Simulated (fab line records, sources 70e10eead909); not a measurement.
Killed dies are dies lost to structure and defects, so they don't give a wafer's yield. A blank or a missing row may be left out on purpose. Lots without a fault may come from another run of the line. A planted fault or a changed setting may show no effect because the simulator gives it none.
fab line records | flow nand_harc
record lots=13 wafers=39 last_day=32
route steps=1302 shown P_M2@350 P_BONDPAD@351 END@1302
lots that met no fault: from a run of the same line without faults
start_h: hours from the record's first day to the start of the lot's first wafer shown | wait_h: hours since the lot's step before | " the same as in the row above | L1.1+2: a row that stands for several wafers | - no value, or no start given | * or withheld: withheld | < > ~ a bound
route shown NAME@n: a module of which the file shows steps, and the number in the route of the first | usual: mean/standard deviation of fault-free wafers | same: alike in all rows | chamber/n: place in a boat | sites: the reading at each site | _std_site: their standard deviation | _edge_site: outer sites' mean less inner sites' | radius_mm: how far each site lies from the wafer's centre | mask NAME#n: copy n | behind: the tool/chamber that last shaped the wafer | hold: why the lot was held/for how many hours/how that ended | device: the transistor (n, p or np) that didn't switch | end of line: the same wafers' tests at the end of the route | a step without rows: its recipe alone | killed: dies lost to structure and defects at the first sort, not the wafer's yield | map: a wafer's dies, x killed, . not, _ none there
set.NAME: the setting as run; set.NAME@STEP: as run at that earlier step | model.NAME: the simulator's own value behind a step, which no gauge read
steps of the route over a sample of lots; a table a step, a row a wafer
services: from which hour (start_h, from the record's first day; less than 0 if before it) a tool's chamber was out of use, for how many hours, and why
## steps
# step NHARC_P_M2_DEP_33
# recipe target_thk_a=300 temp_c=370 target_thk_nm=30 pressure_torr=3 flow_sccm=200 rf_w=450 material=SiCN
# usual heater_power_w=601/60
# columns lot.wafer tool chamber start_h wait_h heater_power_w
L703.2 pecvd-02 1 133.14 0.1 593
L703.1 " 2 " " 583
L703.6 " 0 " " 572
L704.1 pecvd-01 2 147.44 0.1 568
L704.5 " 0 " " 592
L704.4 " 1 " " 599
L705.1 pecvd-02 0 150.21 0.1 579
L705.4 " 0 " " 583
L705.5 " 1 " " 599
L708.2 pecvd-04 0 181.05 0.1 688
L708.5 " 1 " " 566
L708.4 " 0 " " 697
L709.2 pecvd-02 1 192.33 0.1 526
L709.1 " 2 " " 648
L709.6 " 2 " " 650
L714.2 pecvd-01 1 242.80 0.1 530
L714.3 " 0 " " 522
L714.6 " 0 " " 526
L715.3 pecvd-02 1 255.52 0.1 629
L715.1 " 2 " " 696
L715.4 " 1 " " 617
L720.3 pecvd-02 1 299.15 0.1 614
L720.2 " 2 " " 596
L720.4 " 1 " " 631
L721.2 pecvd-02 1 311.65 0.1 616
L721.4 " 2 " " 689
L721.6 " 1 " " 622
L722.2 pecvd-04 1 322.55 0.1 545
L722.1 " 0 " " 691
L722.5 " 2 " " 590
L723.1 pecvd-01 0 329.23 0.1 470
L723.2 " 1 " " 631
L723.3 " 2 " " 674
L724.2 pecvd-02 2 342.20 0.1 583
L724.1 " 1 " " 622
L724.6 " 2 " " 593
L726.3 pecvd-04 2 359.02 0.1 636
L726.1 " 1 " " 557
L726.5 " 0 " " 721
# step NHARC_P_BONDPAD_DEP_00
# recipe target_thk_a=2500 temp_c=370 target_thk_nm=250 pressure_torr=3 flow_sccm=200 rf_w=450 material=SiCN
# usual heater_power_w=604/63
# columns lot.wafer tool chamber start_h wait_h heater_power_w
L703.2 pecvd-04 1 133.60 - 511
L703.1 " 2 " " 660
L703.6 " 1 " " 532
L704.1 pecvd-04 2 147.94 - 556
L704.4 " 0 " " 680
L704.5 " 2 " " 587
L705.1 pecvd-01 0 150.71 - 510
L705.5 " 2 " " 658
L705.4 " 0 " " 537
L708.2 pecvd-01 0 181.37 - 572
L708.4 " 0 " " 583
L708.5 " 2 " " 641
L709.1 pecvd-02 2 - - 623
L709.2 " 1 " " 558
L709.6 " 0 " " 548
L714.2 pecvd-01 1 - - 573
L714.3 " 2 " " 623
L714.6 " 0 " " 577
L715.1 pecvd-04 0 255.93 - 684
L715.3 " 1 " " 573
L715.4 " 1 " " 587
L720.3 pecvd-02 0 - - 578
L720.2 " 2 " " 664
L720.4 " 0 " " 598
L721.2 pecvd-04 2 312.04 - 578
L721.4 " 1 " " 535
L721.6 " 2 " " 590
L722.2 pecvd-04 2 - - 626
L722.1 " 0 " " 655
L722.5 " 1 " " 561
L723.2 pecvd-04 1 329.64 - 515
L723.1 " 2 " " 577
L723.3 " 2 " " 576
L724.1 pecvd-04 1 342.61 - 558
L724.2 " 0 " " 721
L724.6 " 2 " " 620
L726.1 pecvd-02 1 359.43 - 653
L726.3 " 0 " " 551
L726.5 " 1 " " 674
# step NHARC_P_BONDPAD_ETCH_24
# recipe target_depth_a=300 over_etch_frac=0.3 time_s=72.99 ion_energy_ev=150 cf4_flow_sccm=50 n2_flow_sccm=100 ar_flow_sccm=150 rf_w=300 bias_w=100 chemistry=CF4/N2
# usual bias_w=100.0/0.34 cf4_flow_sccm=50.00/0.16 drypump_motor_current_A=5.7/0.45 oes_product_au=1.002/0.011 rf_vpp_V=314.5/2.1 showerhead_plenum_p_Torr=2.64/0.11 throttle_valve_pct=19.793/0.0091
# columns lot.wafer tool chamber start_h wait_h bias_w cf4_flow_sccm drypump_motor_current_A oes_product_au rf_hours_counter_h rf_vpp_V showerhead_plenum_p_Torr throttle_valve_pct
L703.2 rie_diel-09 2 135.54 - 99.9 50.15 6.3 1.004 11.0 311.4 2.52 19.795
L703.1 " 3 " " 100.3 49.90 5.8 0.984 9.2 316.7 2.75 19.795
L703.6 " 1 " " 100.1 50.07 6.1 0.981 - 313.0 2.61 19.801
L704.1 rie_diel-12 1 150.18 - 100.1 50.01 5.7 1.012 1.5 315.2 2.80 19.800
L704.4 " 3 " " 99.9 49.99 5.7 0.995 1.6 317.1 2.74 19.806
L704.5 " 0 " " 100.8 50.34 5.3 0.997 - 317.1 2.72 19.800
L705.4 rie_diel-12 3 152.46 - 99.6 49.86 5.7 0.993 1.7 314.4 2.74 19.786
L705.1 " 1 " " 100.0 49.95 5.7 1.003 1.6 317.5 2.79 19.801
L705.5 " 3 " " 100.2 50.12 5.7 0.994 - 316.0 2.74 19.799
L708.4 rie_diel-01 3 183.23 - 100.3 49.85 6.0 1.007 6.4 311.4 2.49 19.789
L708.2 " 0 " " 99.4 50.14 5.5 1.001 7.4 311.8 2.53 19.794
L708.5 " 3 " " 100.0 49.94 6.0 1.002 - 311.4 2.49 19.806
L709.1 rie_diel-09 3 194.89 - 99.9 50.22 5.8 1.001 0.9 317.0 2.75 19.810
L709.2 " 0 " " 100.1 49.75 4.9 0.991 1.0 311.4 2.53 19.791
L709.6 " 2 " " 99.4 50.13 6.3 1.005 - 311.2 2.52 19.797
L714.2 rie_diel-09 1 245.21 0.1 - - - - - - - -
L714.3 " 2 " " - - - - - - - -
L714.6 " 3 " " - - - - - - - -
L715.1 rie_diel-09 2 257.91 - - - - - - - - -
L715.3 " 3 " " - - - - - - - -
L715.4 " 0 " " - - - - - - - -
L720.4 rie_diel-09 3 301.42 - 99.6 49.80 5.8 1.007 6.0 315.4 2.75 19.796
L720.2 " 0 " " 99.9 49.89 4.9 1.014 6.2 312.3 2.53 19.787
L720.3 " 1 " " 99.7 49.72 6.1 0.990 6.6 313.9 2.60 19.786
L721.2 rie_diel-09 1 313.91 0.2 99.8 49.85 6.1 0.991 7.9 314.6 2.60 19.800
L721.6 " 3 " " 99.4 50.24 5.8 1.003 - 314.6 2.75 19.795
L721.4 " 2 " " 101.0 49.92 6.3 1.011 - 311.8 2.52 19.792
L722.2 rie_diel-01 2 324.92 - 100.5 50.10 5.4 0.989 8.1 316.1 2.73 19.777
L722.1 " 0 " " 99.8 50.16 5.5 1.019 7.5 311.8 2.53 19.787
L722.5 " 2 " " 100.1 49.92 5.4 0.996 - 316.8 2.73 19.794
L723.3 rie_diel-09 0 331.75 - 99.6 49.93 4.9 1.012 0.5 312.0 2.53 19.789
L723.1 " 1 " " 100.2 49.85 6.1 1.003 0.6 314.1 2.60 19.794
L723.2 " 2 " " 99.9 49.98 6.3 1.017 0.6 312.1 2.51 19.793
L724.1 rie_diel-12 0 344.47 - 99.7 49.98 5.3 0.990 1.7 315.7 2.72 19.787
L724.2 " 1 " " 100.1 49.99 5.7 1.012 1.5 316.4 2.79 19.801
L724.6 " 2 " " 99.6 49.84 5.0 1.018 - 316.3 2.72 19.793
L726.3 rie_diel-09 1 361.28 - 99.4 49.85 6.1 1.016 1.6 314.8 2.60 19.795
L726.1 " 0 " " 100.2 50.20 4.9 1.015 1.6 312.8 2.53 19.790
L726.5 " 2 " " 100.4 50.10 6.3 1.009 - 312.2 2.51 19.776
# step NHARC_P_BONDPAD_DEGAS_25
# recipe temp_c=300 time_s=60
# usual heater_power_w=487/49
# columns lot.wafer tool chamber start_h wait_h heater_power_w
L703.1 pvd_sputter-03 - 135.93 - 484
L703.2 " - " " 507
L703.6 " - " " 518
L704.1 pvd_sputter-03 - 150.57 - 513
L704.4 " - " " 483
L704.5 " - " " 499
L705.1 pvd_sputter-03 - 152.86 - 476
L705.4 " - " " 499
L705.5 " - " " 506
L708.2 pvd_sputter-01 - 183.64 - 517
L708.4 " - " " 456
L708.5 " - " " 460
L709.2 pvd_sputter-03 - 195.28 - 430
L709.1 " - " " 548
L709.6 " - " " 437
L714.2 pvd_sputter-03 - 245.62 - 441
L714.3 " - " " 534
L714.6 " - " " 546
L715.4 pvd_sputter-02 - 258.30 - 612
L715.3 " - " " 451
L715.1 " - " " 408
L720.4 pvd_sputter-01 - 301.81 - 466
L720.2 " - " " 448
L720.3 " - " " 513
L721.2 pvd_sputter-03 - 314.31 - 442
L721.4 " - " " 536
L721.6 " - " " 525
L722.2 pvd_sputter-01 - 325.33 - 443
L722.1 " - " " 525
L722.5 " - " " 450
L723.3 pvd_sputter-02 - 332.13 - 443
L723.1 " - " " 411
L723.2 " - " " 475
L724.2 pvd_sputter-02 - 344.86 - 445
L724.1 " - " " 415
L724.6 " - " " 443
L726.3 pvd_sputter-02 - 361.68 - 630
L726.1 " - " " 422
L726.5 " - " " 632
# step NHARC_END_SORT_01
# recipe temp_c=25
# usual defect_limited_yield=91.0/2.8 killed_at_array=56/19 killed_at_other=0.6/1 killed_at_periphery=3.9/2.7 killed_dies=61/19 killed_open=3.3/1.9 killed_short=2.4/1.7
# same gross_dies=677
# columns lot.wafer tool chamber start_h wait_h defect_limited_yield[%] killed_at_array killed_at_other killed_at_periphery killed_dies killed_open killed_short
L703.1 prober-01 0 566.09 2.5 90.0 59 0 9 68 4 2
L703.2 prober-01 0 566.90 2.8 92.5 46 1 4 51 1 1
L703.6 prober-01 0 570.13 4.0 91.1 46 1 13 60 6 3
L705.1 prober-02 0 580.27 2.5 84.8 97 4 2 103 5 4
L705.4 prober-02 0 582.72 3.4 86.6 86 0 5 91 3 1
L705.5 prober-02 0 583.53 3.8 85.8 93 0 3 96 4 4
L704.1 prober-01 0 585.96 2.5 95.9 26 0 2 28 4 0
L704.4 prober-01 0 588.37 3.4 95.3 29 1 2 32 1 3
L704.5 prober-01 0 589.17 3.7 95.3 26 1 5 32 2 0
L708.2 prober-02 0 615.41 2.8 88.3 72 0 7 79 2 3
L708.4 prober-02 0 617.05 3.4 90.5 56 1 7 64 9 1
L708.5 prober-02 0 617.87 3.8 89.5 63 2 6 71 9 5
L709.1 prober-02 0 645.79 2.5 92.3 51 0 1 52 2 4
L709.2 prober-02 0 646.59 2.8 90.5 62 0 2 64 4 3
L709.6 prober-02 0 649.81 4.0 90.5 64 0 0 64 2 4
L714.2 prober-01 0 684.00 2.8 0 38 0 639 677 2 0
L714.3 prober-01 0 684.80 3.1 0 36 0 641 677 6 3
L714.6 prober-01 0 687.18 4.0 0 41 0 636 677 5 2
L715.1 prober-01 0 692.19 2.5 0 57 2 618 677 5 3
L715.3 prober-01 0 693.80 3.1 0 61 0 616 677 3 1
L715.4 prober-01 0 694.60 3.4 0 59 2 616 677 3 1
L720.2 prober-01 0 718.02 4.7 94.7 32 2 2 36 3 3
L720.3 prober-01 0 718.82 5.0 94.4 29 5 4 38 7 1
L720.4 prober-01 0 719.62 5.3 95.6 23 2 5 30 7 5
L722.1 prober-02 0 742.96 2.5 90.8 61 0 1 62 7 2
L722.2 prober-02 0 743.76 2.8 87.9 78 0 4 82 4 1
L722.5 prober-02 0 746.15 3.7 89.2 68 0 5 73 1 5
L721.2 prober-01 0 743.73 2.8 89.5 62 1 8 71 5 3
L721.4 prober-01 0 745.31 3.4 92.0 49 1 4 54 2 3
L721.6 prober-01 0 746.90 4.0 92.5 46 0 5 51 5 0
L724.1 prober-01 0 762.73 2.5 89.4 67 1 4 72 5 2
L724.2 prober-01 0 763.53 2.8 92.3 48 1 3 52 1 1
L724.6 prober-01 0 766.71 4.0 91.4 52 1 5 58 2 4
L723.1 prober-02 0 765.02 2.5 88.3 78 0 1 79 4 1
L723.2 prober-02 0 765.81 2.8 88.3 76 0 3 79 6 2
L723.3 prober-02 0 766.61 3.1 87.6 80 0 4 84 2 4
L726.1 prober-02 0 772.83 2.5 88.9 69 0 6 75 2 7
L726.3 prober-02 0 774.44 3.1 88.9 75 0 0 75 2 6
L726.5 prober-02 0 776.06 3.7 87.0 79 0 9 88 3 1
# killed by level:class
L703.1 A_CHANNEL_HOLE_D1:chamber_film_flake=31 A_CHANNEL_HOLE_D2:chamber_film_flake=9 A_CONTACT:chamber_film_flake=5 A_STAIRCASE:chamber_film_flake=4 P_ZERO_WELL:chamber_film_flake=3 A_WL_FILL:chamber_film_flake=3 P_CONTACT:geometric_particle:open=2 A_CHANNEL_FILL_D2:geometric_particle:short=2
L703.2 A_CHANNEL_HOLE_D1:chamber_film_flake=27 A_CONTACT:chamber_film_flake=6 A_CHANNEL_HOLE_D2:chamber_film_flake=4 P_M1:chamber_film_flake=3 A_ZERO_WELL:chamber_film_flake=2 A_STAIRCASE:chamber_film_flake=2 A_DECK1_JOINT:chamber_film_flake=2 A_WL_FILL:geometric_particle:short=1
L703.6 A_CHANNEL_HOLE_D1:chamber_film_flake=30 P_ZERO_WELL:chamber_film_flake=5 A_STAIRCASE:chamber_film_flake=5 P_M1:chamber_film_flake=3 A_CHANNEL_HOLE_D2:chamber_film_flake=3 P_M0:geometric_particle:open=2 A_WL_FILL:geometric_particle:open=2 P_CONTACT:geometric_particle:short=1
L705.1 A_CHANNEL_HOLE_D1:chamber_film_flake=36 A_CHANNEL_HOLE_D2:chamber_film_flake=25 A_SLIT:chamber_film_flake=23 A_STAIRCASE:chamber_film_flake=4 THIN_TSV:chamber_film_flake=3 A_CONTACT:chamber_film_flake=2 P_CONTACT:geometric_particle:open=1 P_M0:geometric_particle:open=1
L705.4 A_SLIT:chamber_film_flake=34 A_CHANNEL_HOLE_D2:chamber_film_flake=21 A_CHANNEL_HOLE_D1:chamber_film_flake=21 A_STAIRCASE:chamber_film_flake=2 A_SGD_CUT:chamber_film_flake=2 A_CONTACT:chamber_film_flake=2 P_M0:geometric_particle:open=1 A_CHANNEL_HOLE_D2:geometric_particle:short=1
L705.5 A_SLIT:chamber_film_flake=32 A_CHANNEL_HOLE_D1:chamber_film_flake=24 A_CHANNEL_HOLE_D2:chamber_film_flake=19 A_STAIRCASE:chamber_film_flake=5 A_CONTACT:chamber_film_flake=5 P_M0:geometric_particle:open=2 A_ONON_D1:geometric_particle:short=2 A_CHANNEL_FILL_D1:geometric_particle:short=1
L704.1 A_STAIRCASE:chamber_film_flake=8 A_CONTACT:chamber_film_flake=5 A_WL_FILL:chamber_film_flake=3 A_CONTACT:unspecified=3 A_CHANNEL_HOLE_D1:chamber_film_flake=2 P_CONTACT:geometric_particle:open=1 A_DECK1_JOINT:geometric_particle:open=1 A_CHANNEL_FILL_D2:geometric_particle:open=1
L704.4 A_CHANNEL_HOLE_D2:chamber_film_flake=9 A_STAIRCASE:chamber_film_flake=9 A_CONTACT:chamber_film_flake=4 A_CONTACT:geometric_particle:short=2 P_BONDPAD:chamber_film_flake=2 A_WL_FILL:geometric_particle:short=1 A_BLC:geometric_particle:open=1 A_CHANNEL_HOLE_D1:chamber_film_flake=1
L704.5 A_CHANNEL_HOLE_D2:chamber_film_flake=7 A_CONTACT:chamber_film_flake=7 A_CONTACT:unspecified=5 P_BONDPAD:chamber_film_flake=3 A_STAIRCASE:chamber_film_flake=3 P_GATE:chamber_film_flake=2 A_CHANNEL_FILL_D2:geometric_particle:open=1 A_STAIRCASE:geometric_particle:open=1
L708.2 A_SLIT:chamber_film_flake=35 A_CHANNEL_HOLE_D2:chamber_film_flake=10 A_STAIRCASE:chamber_film_flake=10 A_CHANNEL_HOLE_D1:chamber_film_flake=4 P_STI:chamber_film_flake=3 A_CONTACT:chamber_film_flake=3 P_ZERO_WELL:chamber_film_flake=2 P_M2:chamber_film_flake=2
L708.4 A_SLIT:chamber_film_flake=27 A_CONTACT:chamber_film_flake=7 A_CHANNEL_HOLE_D2:chamber_film_flake=5 P_ZERO_WELL:chamber_film_flake=4 A_STAIRCASE:chamber_film_flake=4 P_CONTACT:geometric_particle:open=2 A_SGD_CUT:geometric_particle:open=2 A_CHANNEL_HOLE_D1:chamber_film_flake=2
L708.5 A_SLIT:chamber_film_flake=24 A_CHANNEL_HOLE_D2:chamber_film_flake=10 A_STAIRCASE:chamber_film_flake=7 A_CHANNEL_HOLE_D1:chamber_film_flake=5 A_WL_FILL:geometric_particle:short=4 A_M0:geometric_particle:open=4 A_WL_FILL:chamber_film_flake=3 A_CONTACT:chamber_film_flake=2
L709.1 A_SLIT:chamber_film_flake=24 A_CHANNEL_HOLE_D2:chamber_film_flake=13 A_STAIRCASE:chamber_film_flake=5 A_CHANNEL_HOLE_D1:chamber_film_flake=2 A_CONTACT:chamber_film_flake=2 P_STI:geometric_particle:short=1 A_ONON_D2:geometric_particle:short=1 A_CHANNEL_FILL_D2:geometric_particle:short=1
L709.2 A_SLIT:chamber_film_flake=39 A_CHANNEL_HOLE_D2:chamber_film_flake=9 A_ONON_D2:geometric_particle:open=3 A_CONTACT:chamber_film_flake=3 A_SOURCE_PLATE:geometric_particle:short=1 A_CHANNEL_HOLE_D1:geometric_particle:open=1 A_ONON_D2:geometric_particle:short=1 A_CHANNEL_FILL_D2:geometric_particle:short=1
L709.6 A_SLIT:chamber_film_flake=34 A_CHANNEL_HOLE_D2:chamber_film_flake=12 A_CHANNEL_HOLE_D1:chamber_film_flake=6 A_CONTACT:chamber_film_flake=5 A_M0:geometric_particle:open=2 A_SOURCE_PLATE:geometric_particle:short=1 A_ONON_D1:geometric_particle:short=1 A_CHANNEL_HOLE_D1:geometric_particle:short=1
L714.2 P_BONDPAD:area_etch=635 A_SLIT:chamber_film_flake=30 A_CHANNEL_HOLE_D1:chamber_film_flake=6 P_GATE:chamber_film_flake=2 P_CONTACT:geometric_particle:open=1 A_CHANNEL_FILL_D2:geometric_particle:open=1 P_ZERO_WELL:chamber_film_flake=1 A_STAIRCASE:chamber_film_flake=1
L714.3 P_BONDPAD:area_etch=637 A_SLIT:chamber_film_flake=18 A_CHANNEL_HOLE_D1:chamber_film_flake=8 P_GATE:chamber_film_flake=3 A_CHANNEL_FILL_D1:geometric_particle:open=2 A_CONTACT:geometric_particle:open=2 A_SOURCE_PLATE:geometric_particle:short=1 A_DECK1_JOINT:geometric_particle:open=1
L714.6 P_BONDPAD:area_etch=633 A_SLIT:chamber_film_flake=26 A_CHANNEL_HOLE_D1:chamber_film_flake=5 A_M0:geometric_particle:open=3 A_STAIRCASE:chamber_film_flake=2 A_SOURCE_PLATE:geometric_particle:short=1 A_ONON_D2:geometric_particle:short=1 A_CHANNEL_HOLE_D2:geometric_particle:open=1
L715.1 P_BONDPAD:area_etch=614 A_SLIT:chamber_film_flake=27 A_STAIRCASE:chamber_film_flake=7 A_CONTACT:chamber_film_flake=6 A_CHANNEL_HOLE_D2:chamber_film_flake=4 A_CHANNEL_HOLE_D1:chamber_film_flake=3 A_M1:geometric_particle:open=2 P_CONTACT:chamber_film_flake=2
L715.3 P_BONDPAD:area_etch=611 A_SLIT:chamber_film_flake=36 A_STAIRCASE:chamber_film_flake=10 A_CHANNEL_HOLE_D1:chamber_film_flake=8 P_STI:chamber_film_flake=2 A_CHANNEL_FILL_D1:chamber_film_flake=2 P_CONTACT:geometric_particle:open=1 A_CHANNEL_FILL_D1:geometric_particle:open=1
L715.4 P_BONDPAD:area_etch=613 A_SLIT:chamber_film_flake=26 A_CHANNEL_HOLE_D1:chamber_film_flake=8 A_STAIRCASE:chamber_film_flake=8 A_CONTACT:chamber_film_flake=7 A_CHANNEL_HOLE_D2:chamber_film_flake=4 A_CHANNEL_FILL_D1:chamber_film_flake=3 THIN_TSV:chamber_film_flake=2
L720.2 A_CHANNEL_HOLE_D1:chamber_film_flake=16 A_CONTACT:chamber_film_flake=5 A_CHANNEL_FILL_D1:chamber_film_flake=2 A_STAIRCASE:chamber_film_flake=2 A_SLIT:chamber_film_flake=2 THIN_TSV:chamber_film_flake=2 P_GATE:geometric_particle:short=1 A_CHANNEL_HOLE_D1:geometric_particle:short=1
L720.3 A_CHANNEL_HOLE_D1:chamber_film_flake=12 A_SLIT:chamber_film_flake=5 A_STAIRCASE:chamber_film_flake=4 THIN_TSV:chamber_film_flake=4 P_M0:geometric_particle:open=3 A_CONTACT:chamber_film_flake=3 A_DECK1_JOINT:geometric_particle:open=1 A_CHANNEL_HOLE_D2:geometric_particle:open=1
L720.4 A_CHANNEL_HOLE_D1:chamber_film_flake=12 A_CONTACT:chamber_film_flake=4 A_BLC:geometric_particle:open=2 P_STI:geometric_particle:short=1 P_GATE:geometric_particle:open=1 P_CONTACT:geometric_particle:short=1 P_M0:geometric_particle:short=1 P_M2:geometric_particle:short=1
L722.1 A_CHANNEL_HOLE_D1:chamber_film_flake=22 A_CHANNEL_HOLE_D2:chamber_film_flake=18 A_SLIT:chamber_film_flake=6 A_CONTACT:chamber_film_flake=4 A_ZERO_WELL:chamber_film_flake=2 P_GATE:geometric_particle:open=1 A_CHANNEL_HOLE_D1:geometric_particle:open=1 A_CHANNEL_FILL_D1:geometric_particle:open=1
L721.2 A_SLIT:chamber_film_flake=29 A_CHANNEL_HOLE_D1:chamber_film_flake=10 A_SGD_CUT:chamber_film_flake=10 P_M1:chamber_film_flake=3 A_CONTACT:chamber_film_flake=3 A_SGD_CUT:geometric_particle:short=2 P_ZERO_WELL:chamber_film_flake=2 A_WL_FILL:chamber_film_flake=2
L722.2 A_CHANNEL_HOLE_D1:chamber_film_flake=40 A_CHANNEL_HOLE_D2:chamber_film_flake=21 A_SLIT:chamber_film_flake=5 P_GATE:chamber_film_flake=3 A_STAIRCASE:chamber_film_flake=3 A_M0:geometric_particle:open=2 A_WL_FILL:chamber_film_flake=2 A_CONTACT:chamber_film_flake=2
L721.4 A_SLIT:chamber_film_flake=18 A_CHANNEL_HOLE_D1:chamber_film_flake=9 A_SGD_CUT:chamber_film_flake=9 A_CONTACT:chamber_film_flake=4 A_STAIRCASE:chamber_film_flake=3 A_DECK1_JOINT:geometric_particle:short=2 P_ZERO_WELL:chamber_film_flake=2 A_WL_FILL:chamber_film_flake=2
L722.5 A_CHANNEL_HOLE_D1:chamber_film_flake=30 A_CHANNEL_HOLE_D2:chamber_film_flake=26 A_CONTACT:chamber_film_flake=3 A_ONON_D2:geometric_particle:short=2 P_GATE:chamber_film_flake=2 A_SLIT:chamber_film_flake=2 P_CONTACT:geometric_particle:open=1 P_CONTACT:geometric_particle:short=1
L721.6 A_SLIT:chamber_film_flake=27 A_SGD_CUT:chamber_film_flake=6 A_CONTACT:chamber_film_flake=4 A_CHANNEL_HOLE_D1:chamber_film_flake=3 A_ONON_D1:geometric_particle:open=2 P_M1:chamber_film_flake=2 A_STAIRCASE:chamber_film_flake=2 P_M2:geometric_particle:open=1
L724.1 A_CHANNEL_HOLE_D2:chamber_film_flake=30 A_CHANNEL_HOLE_D1:chamber_film_flake=16 A_CONTACT:chamber_film_flake=5 A_STAIRCASE:chamber_film_flake=5 A_SLIT:chamber_film_flake=5 P_M0:geometric_particle:open=2 P_CONTACT:geometric_particle:short=1 A_ONON_D1:geometric_particle:short=1
L724.2 A_CHANNEL_HOLE_D2:chamber_film_flake=21 A_SLIT:chamber_film_flake=7 A_CHANNEL_HOLE_D1:chamber_film_flake=6 A_STAIRCASE:chamber_film_flake=5 A_CONTACT:chamber_film_flake=5 P_GATE:chamber_film_flake=2 A_CHANNEL_FILL_D1:geometric_particle:open=1 A_WL_FILL:geometric_particle:short=1
L723.1 A_SLIT:chamber_film_flake=33 A_CHANNEL_HOLE_D2:chamber_film_flake=17 A_CHANNEL_HOLE_D1:chamber_film_flake=9 A_STAIRCASE:chamber_film_flake=6 A_CONTACT:chamber_film_flake=5 A_CHANNEL_FILL_D1:geometric_particle:open=2 A_DECK1_JOINT:chamber_film_flake=2 A_CHANNEL_HOLE_D1:geometric_particle:short=1
L723.2 A_CHANNEL_HOLE_D2:chamber_film_flake=24 A_SLIT:chamber_film_flake=22 A_CHANNEL_HOLE_D1:chamber_film_flake=14 A_CONTACT:chamber_film_flake=5 P_BONDPAD:chamber_film_flake=3 A_SOURCE_PLATE:geometric_particle:open=2 A_DECK1_JOINT:chamber_film_flake=2 A_ONON_D1:geometric_particle:open=1
L723.3 A_CHANNEL_HOLE_D2:chamber_film_flake=26 A_SLIT:chamber_film_flake=23 A_CHANNEL_HOLE_D1:chamber_film_flake=16 A_STAIRCASE:chamber_film_flake=4 A_DECK1_JOINT:chamber_film_flake=3 A_CONTACT:chamber_film_flake=3 P_GATE:chamber_film_flake=2 P_M0:geometric_particle:short=1
L724.6 A_CHANNEL_HOLE_D2:chamber_film_flake=24 A_CHANNEL_HOLE_D1:chamber_film_flake=12 A_STAIRCASE:chamber_film_flake=4 A_CONTACT:chamber_film_flake=4 A_SLIT:chamber_film_flake=3 P_STI:chamber_film_flake=2 P_CONTACT:geometric_particle:short=1 P_CONTACT:geometric_particle:open=1
L726.1 A_CHANNEL_HOLE_D2:chamber_film_flake=22 A_CONTACT:chamber_film_flake=17 A_SLIT:chamber_film_flake=8 A_CHANNEL_HOLE_D1:chamber_film_flake=6 A_ZERO_WELL:chamber_film_flake=4 A_WL_FILL:geometric_particle:short=2 P_ZERO_WELL:chamber_film_flake=2 P_STI:chamber_film_flake=2
L726.3 A_CHANNEL_HOLE_D2:chamber_film_flake=24 A_CHANNEL_HOLE_D1:chamber_film_flake=23 A_CONTACT:chamber_film_flake=14 A_ONON_D1:geometric_particle:short=2 A_CHANNEL_FILL_D1:geometric_particle:short=2 A_ZERO_WELL:chamber_film_flake=2 A_SLIT:chamber_film_flake=2 A_DECK1_JOINT:geometric_particle:open=1
L726.5 A_CHANNEL_HOLE_D1:chamber_film_flake=24 A_CHANNEL_HOLE_D2:chamber_film_flake=22 A_CONTACT:chamber_film_flake=13 A_SLIT:chamber_film_flake=8 P_ZERO_WELL:chamber_film_flake=5 A_STAIRCASE:chamber_film_flake=4 A_ZERO_WELL:chamber_film_flake=4 A_CHANNEL_FILL_D1:geometric_particle:open=2
## services
# columns tool chamber start_h hours kind
pvd_sputter-01 - 110.19 6.0 repair
pecvd-01 - 130.00 13.0 pm
rie_diel-09 - 143.10 9.0 pm
pecvd-01 - 152.84 1.4 repair
rie_diel-12 0 160.49 7.1 repair
rie_diel-12 3 164.04 5.3 repair
pvd_sputter-03 - 170.01 10.0 pm
pvd_sputter-02 - 187.88 6.7 repair
rie_diel-12 2 191.35 4.6 repair
rie_diel-12 1 191.55 3.9 repair
pecvd-04 2 194.46 7.9 repair
rie_diel-09 3 208.63 14.7 repair
pecvd-02 - 227.30 13.0 pm
rie_diel-09 0 240.13 6.7 repair
pvd_sputter-03 - 247.90 3.4 repair
pecvd-04 - 269.04 13.0 pm
pecvd-02 - 269.78 1.2 repair
pvd_sputter-02 - 282.00 10.0 pm
rie_diel-09 3 289.91 5.8 repair
rie_diel-09 0 309.76 4.6 repair
pecvd-01 - 311.23 13.0 pm
rie_diel-09 - 320.11 9.0 pm
pecvd-04 0 324.58 17.6 repair
pvd_sputter-03 - 348.01 10.0 pm
## key
first_sign step=NHARC_P_BONDPAD_ETCH_24 reading=tool_record direction=missing
effect step=NHARC_END_SORT_01 reading=killed_at_periphery direction=up sigmas=99+ usual=3.9 struck=627.7
more_kills_born_at NHARC_P_BONDPAD_ETCH_24@rie_diel-09=3743
met_at NHARC_P_BONDPAD_ETCH_24
struck_lots L714,L715
later_rows_left_out L714.2,L714.3,L714.6,L715.1,L715.3,L715.4
not_acting_at NHARC_P_M2_DEP_33,NHARC_P_BONDPAD_DEP_00,NHARC_P_BONDPAD_DEGAS_25
onset_between 194.89 245.21
fault kind=skipped_step_whole tool=rie_diel-09 chamber=- onset_h=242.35 steps=NHARC_P_BONDPAD_ETCH_24 scope=struck_lots_only
# later_rows_left_out: the simulator's readings of these wafers behind a module that went badly wrong aren't trusted and aren't shown, but for the sort
